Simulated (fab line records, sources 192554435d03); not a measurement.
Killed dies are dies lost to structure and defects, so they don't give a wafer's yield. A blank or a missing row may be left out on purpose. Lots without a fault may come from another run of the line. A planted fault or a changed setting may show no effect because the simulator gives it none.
Chamber matching | flow n5_finfet | N5_BEOL_M11_CURE_71 on uv_cure-02: 3 sister chambers
The step cures SiCOH lowk, time 240 s. 6 wafers are shown with their chamber, then 10 later ones without.

WAFERS WITH THEIR CHAMBER
wafer  | chamber | wafer_temp_C_max | lamp_power_pct (%)
L078.3 | 0       | 388.0            | 52.36
L078.4 | 0       | 389.0            | 52.33
L088.4 | 1       | 387.1            | 52.31
L088.5 | 1       | 386.9            | 52.29
L094.1 | 2       | 386.3            | 52.43
L094.2 | 2       | 386.6            | 52.32

WAFERS WITHOUT THEIR CHAMBER
wafer  | wafer_temp_C_max | lamp_power_pct (%)
L094.4 | 386.6            | 52.38
L095.1 | 389.0            | 52.28
L095.2 | 388.4            | 52.30
L095.3 | 388.6            | 52.33
L095.4 | 387.9            | 52.39
L095.5 | 387.9            | 52.27
L095.6 | 388.6            | 52.37
L096.1 | 386.8            | 52.29
L096.5 | 386.6            | 52.33
L096.6 | 387.0            | 52.32

WHICH CHAMBER EACH WENT THROUGH
wafer  | from the rows above          | in truth
L094.4 | can't be placed: 2 or 1      | 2
L095.1 | 0                            | 0
L095.2 | 0                            | 0
L095.3 | 0                            | 0
L095.4 | can't be placed: 0 or 1 or 2 | 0
L095.5 | can't be placed: 0 or 1 or 2 | 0
L095.6 | 0                            | 0
L096.1 | can't be placed: 1 or 2      | 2
L096.5 | can't be placed: 2 or 1      | 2
L096.6 | can't be placed: 1 or 2      | 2
Placed correctly: 4 of 10. Can't be placed from these rows: 6 (the true chamber is among the candidates in 6). Placed wrongly: 0.
How it was worked out, from the rows above alone: a wafer's distance from a chamber is the root of the sum, over the readings, of the square of ((its reading less the chamber's mean) divided by the reading's scatter). The wafer belongs to the nearest chamber; if the next one is less than 2 further off, it can't be placed. A chamber's mean is the mean of its shown wafers. The scatter: the root of (the sum of the squares of (reading less its chamber's mean) over the shown wafers, divided by (wafers less chambers)).
